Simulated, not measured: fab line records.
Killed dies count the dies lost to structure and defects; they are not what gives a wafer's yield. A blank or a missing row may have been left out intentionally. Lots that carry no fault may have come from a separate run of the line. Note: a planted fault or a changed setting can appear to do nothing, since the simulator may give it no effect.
Which tool is to blame? || flow nand harc || 42 wafers from 14 lots sampled at 4 of the route's 1302 steps

## WHAT THE GAUGES READ, wafer by wafer
NHARC_P_ZERO_WELL_CD_MEAS_37: target cd 720 nm. Usual: 720.3 nm for cd nm, sd 1.5.
{"lot": "L700", "measured": "day 3 16:06", "on": "cd sem-02", "cd nm (nm)": "720.7 720.1 717.4", "flag": ""}
{"lot": "L701", "measured": "day 4 02:05", "on": "cd sem-02", "cd nm (nm)": "721.7 721.3 721.1", "flag": ""}
{"lot": "L702", "measured": "day 4 12:05", "on": "cd sem-02", "cd nm (nm)": "718.6 720.2 719.1", "flag": ""}
{"lot": "L703", "measured": "day 4 21:58", "on": "cd sem-01", "cd nm (nm)": "722.7 722.3 721.3", "flag": ""}
{"lot": "L705", "measured": "day 5 18:20", "on": "cd sem-01", "cd nm (nm)": "720.2 720.9 723.8", "flag": ""}
{"lot": "L707", "measured": "day 6 14:07", "on": "cd sem-02", "cd nm (nm)": "723.2 723.4 721.4", "flag": ""}
{"lot": "L712", "measured": "day 8 18:27", "on": "cd sem-01", "cd nm (nm)": "718.3 719.9 720.1", "flag": ""}
{"lot": "L713", "measured": "day 9 02:03", "on": "cd sem-02", "cd nm (nm)": "720.1 720.9 721.9", "flag": ""}
{"lot": "L714", "measured": "day 9 12:00", "on": "cd sem-03", "cd nm (nm)": "719.6 719.9 717.8", "flag": ""}
{"lot": "L715", "measured": "day 9 22:52", "on": "cd sem-03", "cd nm (nm)": "720.6 719.0 718.6", "flag": ""}
{"lot": "L716", "measured": "day 10 08:22", "on": "cd sem-03", "cd nm (nm)": "720.3 720.5 719.0", "flag": ""}
{"lot": "L717", "measured": "day 10 17:59", "on": "cd sem-02", "cd nm (nm)": "719.6 720.3 720.8", "flag": ""}
{"lot": "L718", "measured": "day 11 04:13", "on": "cd sem-01", "cd nm (nm)": "719.9 718.1 721.1", "flag": ""}
{"lot": "L719", "measured": "day 11 14:07", "on": "cd sem-02", "cd nm (nm)": "719.2 720.1 720.4", "flag": ""}

NHARC_P_STI_CD_MEAS_09: target cd 200 nm. Usual: 200.7 nm for cd nm, sd 1.6.
{"lot": "L700", "measured": "day 4 10:01", "on": "cd sem-03", "cd nm (nm)": "203.0 201.3 202.4", "flag": ""}
{"lot": "L701", "measured": "day 4 22:14", "on": "cd sem-01", "cd nm (nm)": "200.4 201.9 200.0", "flag": ""}
{"lot": "L702", "measured": "day 5 07:40", "on": "cd sem-01", "cd nm (nm)": "198.8 201.8 201.2", "flag": ""}
{"lot": "L703", "measured": "day 5 16:35", "on": "cd sem-02", "cd nm (nm)": "202.3 203.0 201.7", "flag": ""}
{"lot": "L705", "measured": "day 6 15:41", "on": "cd sem-03", "cd nm (nm)": "197.7 198.5 199.2", "flag": ""}
{"lot": "L707", "measured": "day 7 10:40", "on": "cd sem-01", "cd nm (nm)": "201.1 203.0 199.1", "flag": ""}
{"lot": "L712", "measured": "day 9 13:01", "on": "cd sem-01", "cd nm (nm)": "200.1 200.2 201.1", "flag": ""}
{"lot": "L713", "measured": "day 9 20:08", "on": "cd sem-01", "cd nm (nm)": "201.8 199.7 202.5", "flag": ""}
{"lot": "L714", "measured": "day 10 06:23", "on": "cd sem-03", "cd nm (nm)": "202.0 199.4 199.7", "flag": ""}
{"lot": "L715", "measured": "day 10 19:56", "on": "cd sem-02", "cd nm (nm)": "200.4 199.9 200.7", "flag": ""}
{"lot": "L716", "measured": "day 11 05:03", "on": "cd sem-03", "cd nm (nm)": "200.2 200.2 200.6", "flag": ""}
{"lot": "L717", "measured": "day 11 15:17", "on": "cd sem-02", "cd nm (nm)": "199.7 201.6 200.9", "flag": ""}
{"lot": "L718", "measured": "day 12 02:07", "on": "cd sem-03", "cd nm (nm)": "200.3 204.2 203.5", "flag": ""}
{"lot": "L719", "measured": "day 12 11:07", "on": "cd sem-03", "cd nm (nm)": "199.4 200.2 202.5", "flag": ""}

NHARC_P_STI_INSPECT_25. Usual: 234 for raw defect count, sd 78.
{"lot": "L700", "measured": "day 5 13:05", "on": "defect inspect-02", "raw defect count": "188 192 117", "flag": ""}
{"lot": "L701", "measured": "day 6 00:14", "on": "defect inspect-01", "raw defect count": "214 338 249", "flag": ""}
{"lot": "L702", "measured": "day 6 15:55", "on": "defect inspect-01", "raw defect count": "372 241 194", "flag": ""}
{"lot": "L703", "measured": "day 6 23:53", "on": "defect inspect-01", "raw defect count": "228 199 239", "flag": ""}
{"lot": "L705", "measured": "day 7 19:56", "on": "defect inspect-02", "raw defect count": "251 316 196", "flag": ""}
{"lot": "L707", "measured": "day 8 11:47", "on": "defect inspect-02", "raw defect count": "193 198 138", "flag": ""}
{"lot": "L712", "measured": "day 10 18:07", "on": "defect inspect-02", "raw defect count": "217 242 204", "flag": ""}
{"lot": "L713", "measured": "day 11 01:27", "on": "defect inspect-02", "raw defect count": "261 318 313", "flag": ""}
{"lot": "L714", "measured": "day 11 10:54", "on": "defect inspect-02", "raw defect count": "182 438 176", "flag": ""}
{"lot": "L715", "measured": "day 12 00:13", "on": "defect inspect-01", "raw defect count": "160 163 195", "flag": ""}
{"lot": "L716", "measured": "day 12 07:35", "on": "defect inspect-01", "raw defect count": "188 248 272", "flag": ""}
{"lot": "L717", "measured": "day 12 19:01", "on": "defect inspect-02", "raw defect count": "244 161 175", "flag": ""}
{"lot": "L718", "measured": "day 13 06:43", "on": "defect inspect-01", "raw defect count": "149 150 154", "flag": ""}
{"lot": "L719", "measured": "day 13 19:25", "on": "defect inspect-01", "raw defect count": "214 272 416", "flag": ""}

## EACH LOT AND THE TOOL THAT RAN IT (in order: tool; ch and the chambers of the sampled wafers; start)
{"lot": "L700", "NHARC_P_STI_OXIDE_33": "furnace-05 ch 0, day 4 14:26"}
{"lot": "L701", "NHARC_P_STI_OXIDE_33": "furnace-02 ch 0, day 5 02:43"}
{"lot": "L702", "NHARC_P_STI_OXIDE_33": "furnace-02, day 5 13:07"}
{"lot": "L703", "NHARC_P_STI_OXIDE_33": "furnace-02, day 5 21:08"}
{"lot": "L705", "NHARC_P_STI_OXIDE_33": "furnace-06 ch 0, day 6 22:13"}
{"lot": "L707", "NHARC_P_STI_OXIDE_33": "furnace-05 ch 0, day 7 15:02"}
{"lot": "L712", "NHARC_P_STI_OXIDE_33": "furnace-05 ch 0, day 9 18:31"}
{"lot": "L713", "NHARC_P_STI_OXIDE_33": "furnace-06 ch 0, day 10 01:53"}
{"lot": "L714", "NHARC_P_STI_OXIDE_33": "furnace-02 ch 0, day 10 13:05"}
{"lot": "L715", "NHARC_P_STI_OXIDE_33": "furnace-06 ch 0, day 11 02:34"}
{"lot": "L716", "NHARC_P_STI_OXIDE_33": "furnace-06 ch 0, day 11 10:29"}
{"lot": "L717", "NHARC_P_STI_OXIDE_33": "furnace-06 ch 0, day 11 21:22"}
{"lot": "L718", "NHARC_P_STI_OXIDE_33": "furnace-05 ch 0, day 12 07:14"}
{"lot": "L719", "NHARC_P_STI_OXIDE_33": "furnace-06 ch 0, day 12 18:39"}
- NHARC_P_STI_OXIDE_33: material SiO2, target thk 10 nm, ox time 281 s.

## WHAT THE TOOLS THEMSELVES READ (means of the sampled wafers that have a number; where no wafer has one, the mark that the record gives instead)
NHARC_P_STI_OXIDE_33. Usual: 1000.0 C for ox temp c, sd 0.36.
{"lot": "L700", "tool": "furnace-05", "ox temp c (C)": 999.8, "flag": ""}
{"lot": "L701", "tool": "furnace-02", "ox temp c (C)": 1000.4, "flag": ""}
{"lot": "L702", "tool": "furnace-02", "ox temp c (C)": "-", "flag": "OFF"}
{"lot": "L703", "tool": "furnace-02", "ox temp c (C)": "-", "flag": "OFF"}
{"lot": "L705", "tool": "furnace-06", "ox temp c (C)": 1000.2, "flag": ""}
{"lot": "L707", "tool": "furnace-05", "ox temp c (C)": 1000.2, "flag": ""}
{"lot": "L712", "tool": "furnace-05", "ox temp c (C)": 1000.2, "flag": ""}
{"lot": "L713", "tool": "furnace-06", "ox temp c (C)": 999.7, "flag": ""}
{"lot": "L714", "tool": "furnace-02", "ox temp c (C)": 1000.0, "flag": ""}
{"lot": "L715", "tool": "furnace-06", "ox temp c (C)": 1000.2, "flag": ""}
{"lot": "L716", "tool": "furnace-06", "ox temp c (C)": 1000.2, "flag": ""}
{"lot": "L717", "tool": "furnace-06", "ox temp c (C)": 999.8, "flag": ""}
{"lot": "L718", "tool": "furnace-05", "ox temp c (C)": 1000.3, "flag": ""}
{"lot": "L719", "tool": "furnace-06", "ox temp c (C)": 999.9, "flag": ""}

## THE ANSWER, worked out from the rows above alone
Rule: take the mean of a lot's wafers that have a number; if it is more than 3 standard deviations from the usual mean, the lot is off. A lot without any number at a reading at which 4 lots or more have one is off too. Any other lot the step has rows for is counted as sound. After the gauges, taken in route order, come the tools' own readings; for these a lot's mean is taken, as printed above. The first step at which some lot is off is used, and at that step the reading that is off furthest; a lot without a number counts as furthest.
Off: L702, L703, at NHARC_P_STI_OXIDE_33 (ox temp c). Without a number there: L702, L703.
A tool fits if, at that step or a process step before it, it ran every lot that is off, and no sound lot after the first of them. Of those tried, none fits.

## WHAT HAD BEEN PUT IN BY THE SIMULATOR
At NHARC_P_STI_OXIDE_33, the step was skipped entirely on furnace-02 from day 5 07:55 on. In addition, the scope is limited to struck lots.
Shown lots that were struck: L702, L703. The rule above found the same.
